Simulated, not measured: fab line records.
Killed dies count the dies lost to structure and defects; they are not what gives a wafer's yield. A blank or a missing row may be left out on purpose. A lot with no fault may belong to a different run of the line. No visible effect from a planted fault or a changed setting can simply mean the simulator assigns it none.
Chamber matching | flow n5-finfet | N5_HKMG_FIN_ALD_75 on ald-hk-02 has 4 sister chambers
The step deposits Al2O3, target thk 1 nm, co reactant pulse time 1 s. 4 wafers are shown with their chamber, then 11 later ones without.

EACH WAFER AND ITS CHAMBER
wafer  | chamber | heater-power-outer-w (W)
L085.5 | 2       | 67
L087.3 | 3       | 70
L088.5 | 0       | 88
L089.1 | 1       | 72

WAFERS MISSING THEIR CHAMBER
wafer  | heater-power-outer-w (W)
L089.4 | 88
L089.6 | 71
L090.2 | 67
L090.3 | 87
L090.6 | 70
L094.1 | 71
L094.3 | 73
L094.4 | 87
L095.2 | 64
L095.4 | 70
L095.5 | 87

CHAMBER TAKEN BY EACH
wafer  | from the rows above     | in truth
L089.4 | 0                       | 0
L089.6 | can't be placed: 1 or 3 | 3
L090.2 | 2                       | 2
L090.3 | 0                       | 0
L090.6 | can't be placed: 3 or 1 | 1
L094.1 | can't be placed: 1 or 3 | 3
L094.3 | can't be placed: 1 or 3 | 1
L094.4 | 0                       | 0
L095.2 | 2                       | 2
L095.4 | can't be placed: 3 or 1 | 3
L095.5 | 0                       | 0
6 of 11 placed correctly. Not placeable from these rows: 5 (in 5, the candidates include the true chamber). Number placed wrongly: 0.
How it was worked out, from the rows above alone: a wafer's distance from a chamber is the root of the sum, over the readings, of the square of ((its reading less the chamber's mean) divided by the reading's scatter). The wafer belongs to the nearest chamber; if the next one is less than 2 further off, it can't be placed. For every chamber, the mean is computed from those of its wafers that are shown. The scatter: with one shown wafer a chamber, the root of the mean of the squares of how far each hidden wafer lies from its nearest shown one.
